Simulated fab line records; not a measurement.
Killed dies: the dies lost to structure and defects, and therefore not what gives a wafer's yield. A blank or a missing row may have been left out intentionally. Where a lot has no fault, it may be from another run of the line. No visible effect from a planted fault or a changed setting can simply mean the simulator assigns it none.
A lot that was struck, set against a sound lot -- flow nandHarc -- 41 steps out of a route of 1302
Sound: wafers L701.1, L701.4, L701.6. Struck: wafer L712.6 (L712.2, L712.5, from the same lot, were not struck and are left out); the cause is given at the end.
Each step with rows lists, per side, the tool, then ch with its chambers, then its first start. Under that, the readings that differ: sound wafers -- struck wafers -- difference of the means -- sigmas: that difference in standard deviations of wafers without a fault.
alike: readings with means less than 2 such deviations apart, plus words and numbers identical on both sides. not compared: withheld readings, readings lacking a value on some wafer, bounds such as >300 that could conceal the same value, and numbers that have no deviation in the record and whose values overlap.
Wherever a step has rows on one side only, a row that says differs or no value, or a row with sigmas, the two part there. When numbers do not overlap yet have no deviation, they are printed without sigmas and do not part them. A reading missing from all wafers of one side parts the sides only when that side holds two or more wafers.

first, 1 step without rows for these wafers: NHARC_A_M1_DEVELOP_08 (develop time 35 s).
NHARC_A_M1_CD_MEAS_09: the cd target is 120 nm.
  sound on cdSem-02 ch 0, day 23 16:12; struck on cdSem-01 ch 0, day 29 00:44
  alike: cdNm
NHARC_A_M1_OVL_MEAS_10: pitch 240 nm.
  sound on overlay-01 at day 23 16:17; struck on overlay-01 at day 29 00:50
  alike: overlayXNm, overlayYNm
NHARC_A_M1_INSPECT_11:
  sound on defectInspect-01 at day 23 16:20; struck on defectInspect-01 at day 29 00:52
  alike: rawDefectCount
then, 3 steps without rows for these wafers: NHARC_A_M1_DESCUM_14 (chemistry O2, time 3 s); NHARC_A_M1_ETCH_35 (etches the open film in N2/H2, target depth 40 nm, overetch 12 nm, time 43.94 s); NHARC_A_M1_ETCH_15 (etches the open film in C4F8/Ar, target depth 182.5 nm, time 91.2 s).
NHARC_A_M1_CD_MEAS_16:
  sound on cdSem-01 at day 23 16:42; struck on cdSem-01 at day 29 01:14
  alike: cdNm
NHARC_A_M1_STRIP_18: strips in N2/H2.
  sound on rieDiel-02 ch 0,3, day 23 16:46; struck on rieDiel-01 ch 1, day 29 01:22
reading,sound,struck,difference,sigmas
oesProductAu (a.u.),1.019 1.013 1.006,0.991,-0.022,-3
  alike: drypumpMotorCurrentA, rfVppV, showerheadPlenumPTorr, throttleValvePct
  not compared: rfHoursCounterH
then, 3 steps without rows for these wafers: NHARC_A_M1_ETCH_28 (etches the open film in CF4/N2, target depth 30 nm, time 72.99 s); NHARC_A_M1_STRIP_19 (strips in post etch residue remover, time 600 s); NHARC_A_M1_DEGAS_29 (time 60 s).
NHARC_A_M1_PRE_CLEAN_30: time 30 s.
  sound on pvdSputter-03 at day 23 17:29; struck on pvdSputter-01 at day 29 02:01
  alike: heaterPowerW
then, 5 steps without rows for these wafers: NHARC_A_M1_PVD_20 (deposits TaN, target thk 5 nm, time 8.06 s); NHARC_A_M1_PVD_21 (deposits Cu, target thk 30 nm, time 20.49 s); NHARC_A_M1_ECD_22 (material Cu, target thk 400 nm); NHARC_A_M1_ANNEAL_31 (time 90 s); NHARC_A_M1_CMP_23 (polishes, t overpolish 20 s, target thk 154.34 nm).
NHARC_A_M1_THK_MEAS_24: measures by xrf.
  sound on filmMetro-02 at day 23 18:49; struck on filmMetro-02 at day 29 03:20
reading,sound,struck,difference,sigmas
thkNm (nm),154.7 152.3 154.5,156.8,+3.0,+2
following that, these wafers have no rows for 1 step: NHARC_A_M1_SRD_25.
NHARC_A_M1_PRE_CLEAN_32: time 12 s.
  sound on pecvd-02 ch 0,2, day 23 19:03; struck on pecvd-03 ch 2, day 29 04:11
reading,sound,struck,difference,sigmas
heaterPowerW (W),828 749 843,558,-249,-2
NHARC_A_M1_DEP_33: deposits SiCN, target thk 30 nm.
  sound on pecvd-02 ch 0,2, day 23 19:10; struck on pecvd-03 ch 2, day 29 04:19
  alike: heaterPowerW
NHARC_A_BONDPAD_DEP_00: deposits SiCN, target thk 250 nm.
  sound on pecvd-01 ch 0,1,2, day 23 19:43; struck on pecvd-04 ch 1, day 29 04:52
  alike: heaterPowerW
then, 1 step without rows for these wafers: NHARC_A_BONDPAD_CMP_29 (polishes SiCN, target thk 200 nm).
NHARC_A_BONDPAD_THK_MEAS_30: measures by ellipsometry.
  sound on filmMetro-02 at day 23 20:19; struck on filmMetro-02 at day 29 05:26
  alike: thkNm
then, 10 steps without rows for these wafers: NHARC_A_BONDPAD_SRD_31; NHARC_A_BONDPAD_DEHYDRATE_01 (time 120 s); NHARC_A_BONDPAD_HMDS_02 (time 30 s); NHARC_A_BONDPAD_COAT_33 (time 65 s); NHARC_A_BONDPAD_COAT_03 (resist thk 600 nm); NHARC_A_BONDPAD_SOFTBAKE_04 (time 70 s); NHARC_A_BONDPAD_EBR_05; NHARC_A_BONDPAD_EXPOSE_06 (exposes mask A BPAD); NHARC_A_BONDPAD_PEB_07 (peb time 80 s); NHARC_A_BONDPAD_DEVELOP_08 (time 50 s).
NHARC_A_BONDPAD_CD_MEAS_09: the cd target is 500 nm.
  sound on cdSem-02 ch 0, day 23 20:53; struck on cdSem-02 ch 0, day 29 06:01
  alike: cdNm
NHARC_A_BONDPAD_OVL_MEAS_35:
  sound on overlay-02 at day 23 20:59; struck on overlay-02 at day 29 06:05
  alike: overlayXNm, overlayYNm
then, 2 steps without rows for these wafers: NHARC_A_BONDPAD_HARDBAKE_10 (time 65 s); NHARC_A_BONDPAD_DESCUM_11 (chemistry O2, time 3 s).
NHARC_A_BONDPAD_ETCH_34: etches the open film in N2/H2, target depth 60 nm, overetch 18 nm, time 65.91 s.
  sound on rieDiel-13 ch 2,3, day 23 21:11; struck on rieDiel-04 ch 1, day 29 06:18
  alike: drypumpMotorCurrentA, oesProductAu, rfVppV, showerheadPlenumPTorr, throttleValvePct
  not compared: rfHoursCounterH
NHARC_END_SORT_01:
  at this point the record logs the struck wafers (prober-02 ch 0, day 30 16:17) and has no rows for the sound ones

== WHERE THEY PART ==
Last at NHARC_END_SORT_01 as far as this record goes, first at NHARC_A_M1_STRIP_18.

WHY: the cause the simulator had injected
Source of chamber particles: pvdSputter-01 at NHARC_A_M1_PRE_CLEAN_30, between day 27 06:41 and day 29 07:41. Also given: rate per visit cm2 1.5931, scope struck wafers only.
